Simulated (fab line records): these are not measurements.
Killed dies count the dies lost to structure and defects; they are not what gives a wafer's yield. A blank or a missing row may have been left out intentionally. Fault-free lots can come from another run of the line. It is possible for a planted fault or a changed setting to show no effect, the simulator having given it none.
fab line records | flow n5Finfet
record lots=11 wafers=29 lastDay=19
route steps=1938 shown BEOL_M3@1019 BEOL_M4@1044 PASSIVATION@1936
lots that met no fault: taken from a fault-free run of the same line
startH: start of the lot's first displayed wafer, in hours after the record's first day | waitH: time in hours since the lot's previous step | " same as the row above | L1.1+2: a single row standing in for several wafers | - value missing, or start not given | * or withheld: withheld | < > ~ a bound
route shown NAME@n: a module of which the file shows steps, and the number in the route of the first | usual: mean and standard deviation over wafers with no fault | same: alike in all rows | chamber/n: place in a boat | sites: readings site by site | _std_site: standard deviation of those values | _edge_site: mean of outer sites minus mean of inner sites | radiusMm: how far each site lies from the wafer's centre | mask NAME#n: copy n | behind: the most recent tool/chamber to have shaped the wafer | hold: why the lot was held/for how many hours/how that ended | device: the transistor (n, p or np) that didn't switch | end of line: tests of these same wafers at the route's end | a step without rows: its recipe alone | killed: not the wafer's yield, but the dies lost to structure and defects at the first sort | map: a wafer's dies, marking killed ones x, the rest . and places with no die _
set.NAME: the setting the step ran with; set.NAME@STEP: the setting that earlier step ran with | model.NAME: the simulator's own value behind a step, which no gauge read
a sample of lots followed through the steps of the route, with each step as a table and each wafer as a row
services: from which hour (startH, from the record's first day; less than 0 if before it) a tool's chamber was out of use, for how many hours, and why
## steps
# step N5_BEOL_M3_RS_MEAS_58
# recipe thkMeasGauge=four-point-probe reads=Co_of_BEOL_M3_CO_CAP_55+Cu_of_BEOL_M3_ECD_50+Co_of_BEOL_M3_CVD_47+TaN_of_BEOL_M3_ALD_84
# usual M3_RS=0.69/0.046
# columns lot.wafer tool chamber startH waitH M3_RS[ohm/sq]
L279.2 filmMetro-02 - 164.59 0.1 0.77
L279.3 " - " " 0.67
L279.5 " - " " 0.65
L280.3 filmMetro-02 - 175.52 0.1 0.72
L280.4 " - " " 0.74
L280.6 " - " " 0.70
L283.1 filmMetro-02 - 179.98 0.0 0.69
L283.4 " - " " 0.65
L285.1 filmMetro-02 - 198.60 0.0 0.72
L285.6 " - " " 0.69
L286.4 filmMetro-02 - 201.83 0.0 0.69
L286.6 " - " " 0.68
L287.2 filmMetro-02 - 221.50 0.1 0.66
L287.4 " - " " 0.74
L287.5 " - " " 0.68
L291.1 filmMetro-01 - 234.34 0.0 0.60
L291.6 " - " " 0.60
L290.3 filmMetro-02 - 239.80 0.1 0.72
L290.4 " - " " 0.66
L290.5 " - " " 0.70
L292.3 filmMetro-02 - 248.44 0.1 0.78
L292.4 " - " " 0.69
L292.6 " - " " 0.66
L297.1 filmMetro-01 - 276.03 0.0 0.65
L297.3 " - " " 0.65
L297.4 " - " " 0.64
L298.1 filmMetro-02 - 284.99 0.0 0.69
L298.2 " - " " 0.71
L298.5 " - " " 0.63
# step N5_BEOL_M4_HM_OPEN_17
# recipe chemistry=Cl2/BCl3 targetDepthA=200 overetchA=60 target=TiN maskMaterial=SOC ionEnergyEv=150 pressureMtorr=10 icpW=1000 biasW=126 Cl2_flow_sccm=53.25 bcl3FlowSccm=21.75 Ar_flow_sccm=25
# usual drypumpMotorCurrentA=5.4/0.62 oesProductAu=0.65/0.057 throttleValvePct=22.22/0.12
# columns lot.wafer tool chamber startH waitH drypumpMotorCurrentA oesProductAu rfHoursCounterH throttleValvePct
L279.2 rieMetal-01 0 166.81 0.0 6.3 0.61 67 22.30
L279.3 " 1 " " 4.8 0.69 - 22.19
L279.5 " 0 " " 6.3 0.61 - 22.30
L280.3 rieMetal-03 0 177.12 0.1 5.5 0.70 - 22.05
L280.4 " 1 " " 4.9 0.67 - 22.34
L280.6 " 1 " " 4.9 0.66 - 22.32
L283.1 rieMetal-01 0 181.75 0.0 6.3 0.60 68 22.34
L283.4 " 1 " " 4.8 0.69 - 22.21
L285.1 rieMetal-01 1 199.62 0.0 4.8 0.69 33 22.18
L285.6 " 0 " " 6.3 0.61 - 22.31
L286.4 rieMetal-01 0 203.95 0.1 6.3 0.61 - 22.32
L286.6 " 1 " " 4.9 0.69 - 22.16
L287.2 rieMetal-03 1 224.37 0.0 4.9 0.67 47 22.33
L287.4 " 1 " " 4.9 0.66 - 22.34
L287.5 " 1 " " 4.9 0.67 - 22.33
L291.1 rieMetal-01 1 235.96 0.0 4.8 0.68 37 22.18
L291.6 " 1 " " 4.8 0.68 - 22.20
L290.3 rieMetal-03 1 242.34 0.1 4.9 0.64 - 22.36
L290.4 " 0 " " 5.5 0.68 - 22.07
L290.5 " 1 " " 4.9 0.65 - 22.37
L292.3 rieMetal-01 0 251.18 0.1 6.3 0.59 - 22.34
L292.4 " 0 " " 6.3 0.60 - 22.35
L292.6 " 0 " " 6.3 0.59 - 22.36
L297.1 rieMetal-01 1 277.48 0.0 4.8 0.68 37 22.17
L297.3 " 1 " " 4.8 0.68 - 22.17
L297.4 " 0 " " 6.3 0.59 - 22.34
L298.1 rieMetal-01 0 287.08 0.0 6.3 0.58 80 22.37
L298.2 " 1 " " 4.9 0.68 38 22.17
L298.5 " 1 " " 4.8 0.68 - 22.19
# step N5_BEOL_M4_COAT_76
# recipe resist=underlayer tempC=205 timeS=60 spinRpm=1500 resistThkNm=5
# usual dispensePressureKPa=51.0/2.6 heaterPowerTotalW=391.7/1.3 spinSpeedRpm=1500.1/1
# same timeS=60
# columns lot.wafer tool chamber startH waitH dispensePressureKPa heaterPowerTotalW spinSpeedRpm
L279.2 lithoTrack-05 0 167.04 - 53.3 390.5 1500.6
L279.3 " 0 " " 53.2 392.8 1500.6
L279.5 " 0 " " 53.3 391.7 1499.3
L280.3 lithoTrack-02 0 177.35 - 47.8 392.0 1500.6
L280.4 " 0 " " 47.8 393.6 1497.3
L280.6 " 0 " " 47.8 393.0 1501.8
L283.1 lithoTrack-02 0 181.99 - 47.8 389.8 1499.5
L283.4 " 0 " " 47.8 392.8 1502.7
L285.1 lithoTrack-03 0 199.84 - 50.1 393.5 1500.1
L285.6 " 0 " " 50.2 393.4 1499.4
L286.4 lithoTrack-02 0 204.16 - 47.8 390.5 1498.2
L286.6 " 0 " " 47.8 393.3 1499.2
L287.2 lithoTrack-05 0 224.62 - 53.3 393.5 1500.8
L287.4 " 0 " " 53.3 391.7 1500.9
L287.5 " 0 " " 53.3 392.8 1499.3
L291.1 lithoTrack-02 0 236.18 - 47.8 393.4 1499.6
L291.6 " 0 " " 47.8 389.9 1500.6
L290.3 lithoTrack-05 0 242.54 - 53.3 390.2 1500.1
L290.4 " 0 " " 53.3 392.0 1498.8
L290.5 " 0 " " 53.3 392.5 1501.0
L292.3 lithoTrack-05 0 251.44 - 53.3 391.7 1501.6
L292.4 " 0 " " 53.3 390.1 1500.3
L292.6 " 0 " " 53.3 390.1 1501.0
L297.1 lithoTrack-05 0 277.71 - 53.3 391.3 1683.8
L297.3 " 0 " " 53.3 390.9 1683.1
L297.4 " 0 " " 53.4 393.3 1684.9
L298.1 lithoTrack-05 0 287.31 - 53.3 390.4 1682.6
L298.2 " 0 " " 53.3 391.6 1684.2
L298.5 " 0 " " 53.3 391.2 1683.0
# step N5_BEOL_M4_INSPECT_30
# recipe mode=adi inspectInstrument=brightfield
# usual rawDefectCount=426/100
# columns lot.wafer tool chamber startH waitH rawDefectCount
L279.2 defectInspect-02 - 167.40 0.0 504
L279.3 " - " " 382
L279.5 " - " " 306
L280.3 defectInspect-02 - 177.71 0.0 755
L280.4 " - " " 648
L280.6 " - " " 582
L283.1 defectInspect-01 - 182.36 0.1 349
L283.4 " - " " 382
L285.1 defectInspect-01 - 200.22 0.1 308
L285.6 " - " " 354
L286.4 defectInspect-02 - 204.53 0.0 462
L286.6 " - " " 349
L287.2 defectInspect-01 - 225.12 0.1 461
L287.4 " - " " 292
L287.5 " - " " 359
L291.1 defectInspect-02 - 236.67 0.1 381
L291.6 " - " " 471
L290.3 defectInspect-01 - 242.91 0.0 361
L290.4 " - " " 356
L290.5 " - " " 333
L292.3 defectInspect-01 - 251.80 0.0 267
L292.4 " - " " 372
L292.6 " - " " 294
L297.1 defectInspect-01 - 278.07 0.1 514
L297.3 " - " " 756
L297.4 " - " " 579
L298.1 defectInspect-01 - 287.67 0.1 385
L298.2 " - " " 546
L298.5 " - " " 455
# step N5_BEOL_M4_RC_MEAS_101
# usual DIBL_N=35.8/2.2 DIBL_P=35.3/2.7 IOFF_N=0.16/0.043 IOFF_P=0.21/0.043 ION_N=676/15 ION_P=463/9.1 SS_N=71.4/0.77 SS_P=73.0/0.79 VT_N=250/4 VT_P=-249.8/2.8
# columns lot.wafer tool chamber startH waitH DIBL_N[mV/V] DIBL_P[mV/V] IOFF_N[nA/um] IOFF_P[nA/um] ION_N[uA/um] ION_P[uA/um] SS_N[mV/dec] SS_P[mV/dec] VT_N[mV] VT_P[mV]
L279.2 prober-02 0 176.18 0.2 37.7 39.0 0.19 0.24 689 474 70.9 72.4 242 -246.0
L279.3 " 0 " " 40.3 41.7 0.25 0.30 708 481 71.5 73.9 240 -244.5
L279.5 " 0 " " 35.7 37.3 0.17 0.22 694 478 70.7 72.3 244 -247.6
L280.3 prober-01 0 185.57 0.3 33.6 32.6 0.11 0.16 674 460 70.4 72.6 254 -251.9
L280.4 " 0 " " 35.9 34.8 0.14 0.20 674 461 71.5 72.8 252 -248.7
L280.6 " 0 " " 35.9 34.9 0.14 0.20 691 472 71.7 73.2 251 -249.1
L283.1 prober-02 0 197.47 0.0 35.9 35.7 0.13 0.19 645 447 71.4 73.9 255 -252.4
L283.4 " 0 " " 38.0 37.9 0.19 0.22 697 470 71.5 74.1 246 -249.1
L285.1 prober-01 0 212.31 0.0 35.9 37.5 0.16 0.20 672 460 71.6 73.0 249 -250.0
L285.6 " 0 " " 36.5 38.6 0.16 0.23 661 454 71.9 73.5 250 -248.3
L286.4 prober-02 0 213.85 0.5 32.4 32.2 0.11 0.17 673 463 70.6 72.5 253 -250.5
L286.6 " 0 " " 36.9 36.6 0.18 0.23 680 460 72.2 73.7 248 -249.3
L287.2 prober-02 0 231.90 0.2 37.2 35.2 0.17 0.20 675 458 71.4 72.9 249 -251.0
L287.4 " 0 " " 38.9 36.9 0.19 0.22 687 469 71.9 73.0 250 -249.8
L287.5 " 0 " " 35.4 33.4 0.13 0.17 670 463 71.0 72.4 255 -253.7
L291.1 prober-01 0 247.59 0.0 36.4 36.0 0.16 0.19 690 464 70.8 73.7 249 -250.6
L291.6 " 0 " " 38.4 38.3 0.21 0.23 670 450 72.7 73.3 245 -248.7
L290.3 prober-01 0 251.10 0.3 36.1 37.7 0.16 0.24 691 475 71.5 73.4 248 -245.8
L290.4 " 0 " " 35.0 34.5 0.13 0.19 675 465 71.2 72.5 253 -250.0
L290.5 " 0 " " 38.0 38.7 0.19 0.27 686 470 72.1 73.5 249 -247.0
L292.3 prober-01 0 262.66 0.3 40.6 39.8 0.27 0.30 704 478 72.7 75.1 240 -246.0
L292.4 " 0 " " 32.5 31.5 0.11 0.16 668 460 70.4 72.3 253 -252.3
L292.6 " 0 " " 39.4 38.9 0.24 0.28 703 475 71.9 74.9 244 -246.3
L297.1 prober-02 0 293.45 0.0 34.2 33.5 0.12 0.18 666 460 70.2 72.3 255 -250.9
L297.3 " 0 " " 33.0 34.1 0.13 0.19 670 469 70.6 72.6 249 -249.6
L297.4 " 0 " " 39.0 40.5 0.24 0.30 702 486 71.8 74.1 244 -244.9
L298.1 prober-01 0 294.15 0.0 33.9 34.6 0.12 0.18 672 462 71.1 72.8 251 -249.1
L298.2 " 0 " " 36.2 37.2 0.16 0.22 685 471 72.0 73.3 247 -249.4
L298.5 " 0 " " 34.3 35.1 0.13 0.19 685 471 70.7 72.5 251 -250.4
# step N5_PASSIVATION_PROBE_49
# usual defectLimitedYield=91.1/1.4 killed_at_M0_to_M3=34/11 killed_at_M4_up=14/5.6 killedAtContacts=13/5.9 killedAtFrontEnd=40/11 killedAtOther=4/3.1 killedDies=105/16 killedOpen=68/11 killedShort=34/8.4 sort_bin_5_function=5.2/0.86 sort_bin_6_memory=3.2/0.7 sort_bin_8_speed=0.1/1.1 sortNPass=1074/21 sortYieldPct=91.0/1.8
# same grossDies=1180 killedAtBackSide=0 sort_bin_4_leakage[%]=0
# columns lot.wafer tool chamber startH waitH defectLimitedYield[%] killed_at_M0_to_M3 killed_at_M4_up killedAtContacts killedAtFrontEnd killedAtOther killedDies killedOpen killedShort sort_bin_5_function[%] sort_bin_6_memory[%] sort_bin_8_speed[%] sortNPass sortYieldPct[%]
L298.2 prober-02 - 412.83 0.1 90.7 39 15 16 39 1 110 72 37 5.1 3.9 0 1070 90.7
# killed by level:class
L298.2 FIN_SAQP:geometricParticle:short=16 MOL_CONTACT_COAG:geometricParticle:open=10 BEOL_M2:geometricParticle:open=10 BEOL_M0_SAQP:geometricParticle:open=8 STI_FIN_REVEAL:geometricParticle:open=6 MOL_CONTACT_COAG:geometricParticle:short=6 BEOL_M3:geometricParticle:open=6 FIN_SAQP:geometricParticle:open=5
## services
# columns tool chamber startH hours kind
lithoTrack-05 - 211.65 - consumableReplace:filter
lithoTrack-05 - 236.04 - consumableReplace:filter
rieMetal-01 1 240.63 35.6 repair
lithoTrack-05 - 243.01 - consumableReplace:filter
rieMetal-03 - 246.78 0.1 repair
rieMetal-01 0 262.04 7.6 repair
## key
firstSign step=N5_BEOL_M4_COAT_76 reading=spinSpeedRpm direction=up sigmas=99+ usual=* struck=*
effect none on later readings
metAt N5_BEOL_M4_COAT_76
struckLots L297,L298
notActingAt N5_BEOL_M3_RS_MEAS_58,N5_BEOL_M4_HM_OPEN_17,N5_BEOL_M4_INSPECT_30
onsetBetween 251.44 277.71
fault kind=processParameterDrift tool=lithoTrack-05 chamber=- onsetH=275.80 steps=N5_BEOL_M4_COAT_76 channel=spinRpm offset=* shape=step endH=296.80 actsIn=* stated=*
